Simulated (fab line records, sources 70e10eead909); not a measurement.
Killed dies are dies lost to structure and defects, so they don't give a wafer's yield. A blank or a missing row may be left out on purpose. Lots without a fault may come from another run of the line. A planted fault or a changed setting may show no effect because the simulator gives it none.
fab line records | flow nand_harc
record lots=12 wafers=36 last_day=33
route steps=1302 shown A_STAIRCASE@653 END@1302
lots that met no fault: from a run of the same line without faults
start_h: hours from the record's first day to the start of the lot's first wafer shown | wait_h: hours since the lot's step before | " the same as in the row above | L1.1+2: a row that stands for several wafers | - no value, or no start given | * or withheld: withheld | < > ~ a bound
route shown NAME@n: a module of which the file shows steps, and the number in the route of the first | usual: mean/standard deviation of fault-free wafers | same: alike in all rows | chamber/n: place in a boat | sites: the reading at each site | _std_site: their standard deviation | _edge_site: outer sites' mean less inner sites' | radius_mm: how far each site lies from the wafer's centre | mask NAME#n: copy n | behind: the tool/chamber that last shaped the wafer | hold: why the lot was held/for how many hours/how that ended | device: the transistor (n, p or np) that didn't switch | end of line: the same wafers' tests at the end of the route | a step without rows: its recipe alone | killed: dies lost to structure and defects at the first sort, not the wafer's yield | map: a wafer's dies, x killed, . not, _ none there
set.NAME: the setting as run; set.NAME@STEP: as run at that earlier step | model.NAME: the simulator's own value behind a step, which no gauge read
steps of the route over a sample of lots; a table a step, a row a wafer
services: from which hour (start_h, from the record's first day; less than 0 if before it) a tool's chamber was out of use, for how many hours, and why
## steps
# step NHARC_A_STAIRCASE_STRIP_171
# recipe power_w=1500 temp_c=250 chemistry=O2
# usual drypump_motor_current_A=5.7/0.54 heater_power_w=358/39
# columns lot.wafer tool chamber start_h wait_h drypump_motor_current_A heater_power_w rf_hours_counter_h
L887.1 plasma_asher-01 0 351.09 - 6.3 312 0
L887.3 " 1 " " 5.1 320 -
L887.6 " 0 " " 6.4 317 -
L888.1 plasma_asher-02 0 351.49 - 6.2 362 21
L888.4 " 0 " " 6.2 366 -
L888.5 " 0 " " 6.2 358 -
L891.2 plasma_asher-02 0 381.61 - 6.2 370 27
L891.3 " 0 " " 6.2 362 -
L891.5 " 0 " " 6.3 364 -
L892.1 plasma_asher-02 1 407.57 - 5.3 417 31
L892.3 " 1 " " 5.3 421 -
L892.6 " 0 " " 6.2 362 -
L898.1 plasma_asher-02 0 462.82 - 6.2 356 10
L898.2 " 1 " " 5.3 403 10
L898.3 " 1 " " 5.3 404 -
L902.1 plasma_asher-01 0 496.65 - 6.3 317 27
L902.4 " 1 " " 5.0 320 -
L902.6 " 0 " " 6.3 315 -
L901.1 plasma_asher-01 1 507.01 - 5.0 322 28
L901.4 " 1 " " 5.0 324 -
L901.5 " 1 " " 5.1 318 -
L906.3 plasma_asher-02 0 526.85 - 6.2 369 -
L906.4 " 1 " " 5.3 418 -
L906.6 " 1 " " 5.3 416 -
L907.2 plasma_asher-02 0 557.27 - 6.2 364 29
L907.1 " 1 " " 5.3 403 29
L907.4 " 0 " " 6.2 363 -
L908.2 plasma_asher-01 1 557.47 - 5.0 313 6
L908.3 " 1 " " 5.1 318 -
L908.6 " 0 " " 6.3 319 -
L909.2 plasma_asher-01 1 574.59 - 5.1 318 9
L909.4 " 0 " " 6.3 325 -
L909.5 " 0 " " 6.3 308 -
L910.2 plasma_asher-02 1 574.63 - 5.3 407 33
L910.4 " 0 " " 6.2 369 -
L910.5 " 0 " " 6.2 371 -
# step NHARC_A_STAIRCASE_TRIM_16
# recipe time_s=211.2 o2_flow_sccm=500 ar_flow_sccm=0 bias_w=0 chemistry=O2
# usual drypump_motor_current_A=5.8/0.38 oes_product_au=1.000/0.0093 rf_vpp_V=57.8/0.9 showerhead_plenum_p_Torr=3.57/0.13 throttle_valve_pct=17.037/0.0084
# columns lot.wafer tool chamber start_h wait_h drypump_motor_current_A oes_product_au rf_hours_counter_h rf_vpp_V showerhead_plenum_p_Torr throttle_valve_pct
L887.1 rie_diel-13 3 - - 5.9 1.015 1 58.0 3.56 17.032
L887.3 " 0 " " 5.9 0.999 1 59.1 3.65 17.038
L887.6 " 0 " " 5.9 0.992 - 57.7 3.65 17.035
L888.4 rie_diel-09 1 - - 5.5 1.004 9 57.9 3.58 17.039
L888.1 " 3 " " 5.0 1.009 12 56.7 3.40 17.034
L888.5 " 2 " " 6.4 0.996 - 59.6 3.67 17.032
L891.3 rie_diel-09 2 - - 6.3 0.998 22 58.6 3.67 17.036
L891.2 " 0 " " 6.2 1.007 19 57.4 3.76 17.030
L891.5 " 2 " " 6.4 0.999 - 58.3 3.67 17.027
L892.3 rie_diel-02 3 - - 5.8 0.979 2 57.7 3.56 17.040
L892.1 " 0 " " 6.3 1.001 2 57.3 3.35 17.037
L892.6 " 2 " " 5.6 1.008 - 57.7 3.81 17.044
L898.1 rie_diel-13 1 - - 5.9 0.997 25 57.8 3.61 17.035
L898.2 " 2 " " 5.8 1.009 41 57.7 3.40 17.034
L898.3 " 3 " " 5.9 0.992 46 57.2 3.54 17.031
L902.4 rie_diel-02 2 - - 5.6 1.018 30 59.7 3.79 17.039
L902.1 " 3 " " 5.7 0.983 32 58.3 3.54 17.030
L902.6 " 1 " " 5.1 0.987 - 57.9 3.65 17.056
L901.1 rie_diel-13 3 - - 5.9 1.009 60 57.2 3.53 17.052
L901.4 " 1 " " 5.9 1.009 42 57.7 3.60 17.030
L901.5 " 2 " " 5.8 1.017 - 57.6 3.39 17.036
L906.3 rie_diel-09 1 - - 5.5 0.999 5 58.8 3.55 17.048
L906.4 " 0 " " 6.2 0.991 6 59.2 3.74 17.041
L906.6 " 2 " " 6.3 1.007 - 57.9 3.65 17.035
L907.2 rie_diel-09 1 - - 5.5 0.996 16 57.5 3.55 17.033
L907.4 " 2 " " 6.3 1.007 17 58.8 3.64 17.042
L907.1 " 3 " " 5.0 0.997 15 58.1 3.37 17.054
L908.2 rie_diel-13 3 - - 5.9 0.997 13 57.6 3.52 17.045
L908.3 " 1 " " 5.9 1.007 10 57.1 3.59 17.021
L908.6 " 3 " " 5.9 1.004 - 59.3 3.52 17.028
L909.4 rie_diel-09 2 - - 6.3 1.015 27 57.5 3.63 17.037
L909.2 " 0 " " 6.2 0.992 21 58.5 3.73 17.036
L909.5 " 2 " " 6.3 1.014 - 58.1 3.63 17.020
L910.2 rie_diel-09 3 - - 5.0 1.000 24 57.8 3.36 17.040
L910.4 " 1 " " 5.5 1.018 25 56.3 3.54 17.035
L910.5 " 0 " " 6.2 0.993 - 58.5 3.73 17.035
# step NHARC_A_STAIRCASE_TRIM_24
# recipe time_s=211.2 o2_flow_sccm=500 ar_flow_sccm=0 bias_w=0 chemistry=O2
# usual drypump_motor_current_A=5.8/0.42 oes_product_au=1.003/0.0091 rf_vpp_V=57.9/0.93 showerhead_plenum_p_Torr=3.56/0.13 throttle_valve_pct=17.037/0.0089
# columns lot.wafer tool chamber start_h wait_h drypump_motor_current_A oes_product_au rf_hours_counter_h rf_vpp_V showerhead_plenum_p_Torr throttle_valve_pct
L888.4 rie_diel-09 3 355.10 - 5.0 1.005 13 58.2 3.40 17.048
L888.1 " 0 " " 6.2 0.989 9 58.1 3.77 17.032
L888.5 " 3 " " 5.0 1.012 - 57.6 3.40 17.037
L887.1 rie_diel-02 2 355.39 - 5.6 1.006 42 58.8 3.27 17.049
L887.3 " 3 " " 5.7 1.004 47 56.5 3.57 17.046
L887.6 " 0 " " 6.3 0.987 - 56.7 3.36 17.038
L891.3 rie_diel-09 1 384.74 - 5.5 1.019 21 56.9 3.57 17.028
L891.2 " 2 " " 6.3 0.996 23 56.9 3.67 17.052
L891.5 " 3 " " 5.0 1.002 - 56.4 3.40 17.042
L892.1 rie_diel-09 2 410.67 - 6.4 1.001 32 58.5 3.66 17.018
L892.3 " 3 " " 4.9 0.999 32 56.2 3.39 17.029
L892.6 " 2 " " 6.3 1.006 - 58.0 3.66 17.023
L898.3 rie_diel-13 3 465.89 - 6.0 1.222 46 58.1 3.54 17.033
L898.1 " 0 " " 5.9 1.003 44 58.4 3.63 17.025
L898.2 " 2 " " 5.8 1.013 41 57.4 3.40 17.054
L902.4 rie_diel-13 3 500.90 - 5.9 0.989 57 57.9 3.53 17.037
L902.1 " 0 " " 5.9 1.002 55 58.5 3.62 17.038
L902.6 " 1 " " 5.9 1.205 - 58.3 3.60 17.051
L901.1 rie_diel-09 0 510.09 - 6.2 0.991 1 57.4 3.74 17.031
L901.4 " 1 " " 5.5 1.009 1 57.6 3.55 17.052
L901.5 " 0 " " 6.2 0.995 - 59.4 3.74 17.036
L906.4 rie_diel-09 1 531.14 - 5.5 1.004 7 57.4 3.55 17.032
L906.3 " 0 " " 6.2 0.978 7 58.6 3.74 17.019
L906.6 " 2 " " 6.4 0.992 - 59.1 3.64 17.017
L907.4 rie_diel-09 1 560.39 - 5.5 1.012 17 57.1 3.55 17.049
L907.1 " 3 " " 5.0 1.012 15 56.9 3.37 17.036
L907.2 " 0 " " 6.2 0.993 15 57.9 3.73 17.035
L908.2 rie_diel-13 0 560.56 - 5.9 0.996 13 57.4 3.61 17.035
L908.3 " 2 " " 5.8 1.008 11 58.9 3.38 17.033
L908.6 " 1 " " 6.0 1.002 - 56.4 3.59 17.035
L909.2 rie_diel-13 3 578.64 - 5.9 1.003 22 57.7 3.52 17.039
L909.4 " 2 " " 5.8 1.021 19 58.9 3.38 17.026
L909.5 " 3 " " 5.9 1.023 - 58.0 3.52 17.039
L910.2 rie_diel-09 3 580.19 - 5.0 0.994 25 56.5 3.36 17.040
L910.4 " 1 " " 5.5 1.008 27 58.6 3.54 17.045
L910.5 " 3 " " 4.9 0.998 - 56.6 3.36 17.047
# step NHARC_A_STAIRCASE_STRIP_175
# recipe power_w=1500 temp_c=250 chemistry=O2
# usual drypump_motor_current_A=5.7/0.53 heater_power_w=361/40
# columns lot.wafer tool chamber start_h wait_h drypump_motor_current_A heater_power_w rf_hours_counter_h
L888.1 plasma_asher-02 1 355.69 0.1 5.3 420 22
L888.4 " 1 " " 5.3 418 -
L888.5 " 0 " " 6.2 366 -
L887.1 plasma_asher-02 0 356.25 0.4 6.2 373 23
L887.3 " 1 " " 5.3 413 -
L887.6 " 1 " " 5.3 418 -
L891.2 plasma_asher-01 1 385.27 0.1 5.1 322 8
L891.3 " 0 " " 6.3 317 -
L891.5 " 1 " " 5.1 308 -
L892.1 plasma_asher-01 0 411.28 0.1 6.3 317 11
L892.3 " 1 " " 5.1 320 -
L892.6 " 1 " " 5.0 307 -
L898.1 plasma_asher-02 0 466.45 0.1 6.2 363 11
L898.2 " 1 " " 5.3 410 11
L898.3 " 0 " " 6.2 361 -
L902.1 plasma_asher-01 0 501.58 0.1 6.3 311 28
L902.4 " 1 " " 5.1 333 -
L902.6 " 1 " " 5.1 321 -
L901.1 plasma_asher-01 1 510.65 0.1 5.0 319 29
L901.4 " 1 " " 5.1 319 -
L901.5 " 1 " " 5.1 324 -
L906.4 plasma_asher-02 0 531.79 0.2 6.2 363 -
L906.3 " 1 " " 5.3 391 -
L906.6 " 0 " " 6.2 377 -
L907.2 plasma_asher-01 1 560.95 0.1 5.0 312 7
L907.1 " 0 " " 6.3 316 7
L907.4 " 0 " " 6.3 311 -
L908.2 plasma_asher-02 1 561.20 0.1 5.3 395 30
L908.3 " 0 " " 6.2 372 -
L908.6 " 0 " " 6.2 368 -
L909.2 plasma_asher-02 0 579.28 0.1 6.2 368 34
L909.4 " 0 " " 6.2 367 -
L909.5 " 1 " " 5.3 416 -
L910.2 plasma_asher-01 1 580.78 0.1 5.0 311 12
L910.4 " 1 " " 5.0 319 -
L910.5 " 1 " " 5.0 307 -
# step NHARC_END_SORT_01
# recipe temp_c=25
# usual killed_at_array=58/18 killed_at_other=1.0/1.5 killed_at_periphery=4/3.1 killed_dies=64/18 killed_open=3.4/1.9 killed_short=2.7/1.7
# same gross_dies=677
# columns lot.wafer tool chamber start_h wait_h killed_at_array killed_at_other killed_at_periphery killed_dies killed_open killed_short
L888.1 prober-02 0 585.27 2.5 55 0 3 58 3 2
L888.4 prober-02 0 587.70 3.4 53 0 10 63 7 4
L888.5 prober-02 0 588.51 3.7 43 0 7 50 6 5
L892.1 prober-02 0 625.61 2.5 56 1 8 65 5 0
L892.3 prober-02 0 627.19 3.1 75 0 7 82 8 1
L892.6 prober-02 0 629.58 4.0 67 3 8 78 4 1
L898.1 prober-01 0 678.34 2.5 40 1 0 41 1 2
L898.2 prober-01 0 679.14 2.8 48 0 1 49 5 0
L898.3 prober-01 0 679.94 3.1 676 0 1 677 4 2
L902.1 prober-01 0 700.38 2.5 60 0 9 69 2 4
L902.4 prober-01 0 702.78 3.4 65 0 7 72 5 2
L902.6 prober-01 0 704.38 4.0 672 1 4 677 1 1
L907.1 prober-02 0 776.75 2.5 73 1 3 77 2 1
L907.2 prober-02 0 777.57 2.8 71 1 4 76 2 4
L907.4 prober-02 0 779.19 3.4 69 6 8 83 5 4
# killed by level:class
L888.1 A_CHANNEL_HOLE_D2:chamber_film_flake=37 A_STAIRCASE:chamber_film_flake=4 A_SLIT:chamber_film_flake=3 A_ZERO_WELL:chamber_film_flake=2 A_CONTACT:chamber_film_flake=2 P_CONTACT:geometric_particle:open=1 A_CHANNEL_FILL_D1:geometric_particle:open=1 A_ONON_D2:geometric_particle:short=1
L888.4 A_CHANNEL_HOLE_D2:chamber_film_flake=34 P_M2:chamber_film_flake=3 A_CONTACT:chamber_film_flake=3 P_M0:geometric_particle:open=2 P_M1:geometric_particle:open=2 A_DECK1_JOINT:geometric_particle:short=2 A_ZERO_WELL:chamber_film_flake=2 A_CHANNEL_HOLE_D1:chamber_film_flake=2
L888.5 A_CHANNEL_HOLE_D2:chamber_film_flake=29 P_M1:geometric_particle:open=2 A_CHANNEL_HOLE_D1:chamber_film_flake=2 A_SLIT:chamber_film_flake=2 A_CONTACT:chamber_film_flake=2 P_CONTACT:geometric_particle:open=1 P_CONTACT:geometric_particle:short=1 P_M0:geometric_particle:open=1
L892.1 A_CHANNEL_HOLE_D1:chamber_film_flake=27 A_CHANNEL_HOLE_D2:chamber_film_flake=20 A_CONTACT:chamber_film_flake=4 P_GATE:chamber_film_flake=3 P_M1:geometric_particle:open=2 A_WL_FILL:chamber_film_flake=2 P_STI:geometric_particle:open=1 P_M0:geometric_particle:open=1
L892.3 A_CHANNEL_HOLE_D2:chamber_film_flake=34 A_CHANNEL_HOLE_D1:chamber_film_flake=30 P_M0:geometric_particle:open=2 A_CHANNEL_HOLE_D2:geometric_particle:open=2 P_ZERO_WELL:chamber_film_flake=2 P_STI:chamber_film_flake=2 A_CONTACT:chamber_film_flake=2 A_ONON_D1:geometric_particle:open=1
L892.6 A_CHANNEL_HOLE_D1:chamber_film_flake=35 A_CHANNEL_HOLE_D2:chamber_film_flake=22 P_M0:geometric_particle:open=4 A_CONTACT:chamber_film_flake=4 A_STAIRCASE:chamber_film_flake=3 THIN_TSV:chamber_film_flake=3 P_GATE:chamber_film_flake=2 A_CHANNEL_FILL_D2:geometric_particle:short=1
L898.1 A_CHANNEL_HOLE_D1:chamber_film_flake=26 A_CONTACT:chamber_film_flake=4 A_SGD_CUT:chamber_film_flake=3 A_STAIRCASE:chamber_film_flake=2 A_CHANNEL_FILL_D1:geometric_particle:open=1 A_M0:geometric_particle:short=1 A_M1:geometric_particle:short=1 A_CHANNEL_HOLE_D2:chamber_film_flake=1
L898.2 A_CHANNEL_HOLE_D1:chamber_film_flake=30 A_CONTACT:chamber_film_flake=6 A_STAIRCASE:chamber_film_flake=4 A_CONTACT:geometric_particle:open=3 A_SLIT:chamber_film_flake=2 A_CHANNEL_HOLE_D1:geometric_particle:open=1 A_DECK1_JOINT:geometric_particle:open=1 P_ZERO_WELL:chamber_film_flake=1
L898.3 A_STAIRCASE:area_trim=627 A_CHANNEL_HOLE_D1:chamber_film_flake=34 A_STAIRCASE:chamber_film_flake=4 A_CHANNEL_HOLE_D2:chamber_film_flake=2 A_CONTACT:chamber_film_flake=2 P_M1:geometric_particle:open=1 A_ONON_D2:geometric_particle:short=1 A_CHANNEL_FILL_D2:geometric_particle:open=1
L902.1 A_SLIT:chamber_film_flake=25 A_CHANNEL_HOLE_D2:chamber_film_flake=18 P_STI:chamber_film_flake=4 A_CONTACT:chamber_film_flake=4 P_GATE:chamber_film_flake=2 P_ZERO_WELL:chamber_film_flake=2 A_CHANNEL_HOLE_D1:chamber_film_flake=2 A_STAIRCASE:chamber_film_flake=2
L902.4 A_SLIT:chamber_film_flake=25 A_CHANNEL_HOLE_D2:chamber_film_flake=16 A_CHANNEL_HOLE_D1:chamber_film_flake=5 A_STAIRCASE:chamber_film_flake=5 A_WL_FILL:chamber_film_flake=4 P_ZERO_WELL:chamber_film_flake=3 A_CONTACT:chamber_film_flake=3 P_M0:geometric_particle:open=2
L902.6 A_STAIRCASE:area_trim=618 A_SLIT:chamber_film_flake=31 A_CHANNEL_HOLE_D2:chamber_film_flake=12 A_STAIRCASE:chamber_film_flake=4 A_CHANNEL_HOLE_D1:chamber_film_flake=3 P_ZERO_WELL:chamber_film_flake=2 A_CONTACT:chamber_film_flake=2 P_CONTACT:geometric_particle:open=1
L907.1 A_SLIT:chamber_film_flake=30 A_CONTACT:chamber_film_flake=15 A_CHANNEL_HOLE_D2:chamber_film_flake=12 A_CHANNEL_HOLE_D1:chamber_film_flake=8 A_STAIRCASE:chamber_film_flake=3 P_CONTACT:chamber_film_flake=2 A_BLC:chamber_film_flake=2 P_M1:geometric_particle:open=1
L907.2 A_CHANNEL_HOLE_D2:chamber_film_flake=18 A_SLIT:chamber_film_flake=18 A_CONTACT:chamber_film_flake=12 A_CHANNEL_HOLE_D1:chamber_film_flake=8 A_BONDPAD:chamber_film_flake=7 A_ONON_D2:geometric_particle:short=2 P_ZERO_WELL:chamber_film_flake=2 P_GATE:chamber_film_flake=2
L907.4 A_SLIT:chamber_film_flake=30 A_CHANNEL_HOLE_D2:chamber_film_flake=11 A_CONTACT:chamber_film_flake=10 A_CHANNEL_HOLE_D1:chamber_film_flake=8 THIN_TSV:chamber_film_flake=6 A_BLC:geometric_particle:open=3 P_ZERO_WELL:chamber_film_flake=3 P_M0:geometric_particle:short=2
## services
# columns tool chamber start_h hours kind
rie_diel-09 0 329.44 - clean
rie_diel-09 1 333.54 7.2 repair
rie_diel-02 2 341.29 2.4 repair
plasma_asher-01 - 342.00 9.0 pm
rie_diel-13 - 342.08 9.0 pm
rie_diel-13 1 351.99 40.0 repair
rie_diel-09 3 361.40 6.2 repair
plasma_asher-01 - 363.16 1.5 repair
plasma_asher-02 - 373.41 0.9 repair
rie_diel-13 0 382.44 5.4 repair
rie_diel-02 - 394.00 9.0 pm
rie_diel-02 3 410.58 1.3 repair
rie_diel-02 2 417.28 3.9 repair
rie_diel-09 0 419.70 5.8 repair
plasma_asher-02 - 426.05 9.0 pm
rie_diel-09 1 440.37 1.2 repair
rie_diel-13 - 444.72 1.3 repair
plasma_asher-01 - 450.94 13.7 repair
rie_diel-09 - 497.45 9.0 pm
plasma_asher-01 - 519.03 9.0 pm
rie_diel-13 - 519.58 9.0 pm
rie_diel-02 3 538.62 6.4 repair
rie_diel-13 - 556.80 1.1 repair
rie_diel-02 - 571.06 9.0 pm
## key
first_sign step=NHARC_A_STAIRCASE_TRIM_24 reading=oes_product_au direction=up sigmas=23 usual=1.003 struck=1.214
effect step=NHARC_END_SORT_01 reading=killed_at_array direction=up sigmas=35 usual=58 struck=674
more_kills_born_at NHARC_A_STAIRCASE_TRIM_24@rie_diel-13=1245
met_at NHARC_A_STAIRCASE_TRIM_24
struck_lots L898,L902
struck_wafers L898.3,L902.6
later_rows_left_out L898.3,L902.6
tester_left_out L898,L902
not_acting_at NHARC_A_STAIRCASE_STRIP_171,NHARC_A_STAIRCASE_TRIM_16,NHARC_A_STAIRCASE_STRIP_175
fault kind=process_parameter_drift tool=rie_diel-13 chamber=- onset_h=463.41 steps=NHARC_A_STAIRCASE_TRIM_24 channel=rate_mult offset=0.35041 shape=step end_h=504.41 scope=struck_wafers_only
# tester_left_out: of these lots the tester's yield and bins aren't shown, on N5 and GAA mostly nor the transistor test; their killed dies are dies lost to structure and defects alone, not to doping, threshold or leakage, so they don't give the yield
# later_rows_left_out: the simulator's readings of these wafers behind a module that went badly wrong aren't trusted and aren't shown, but for the sort
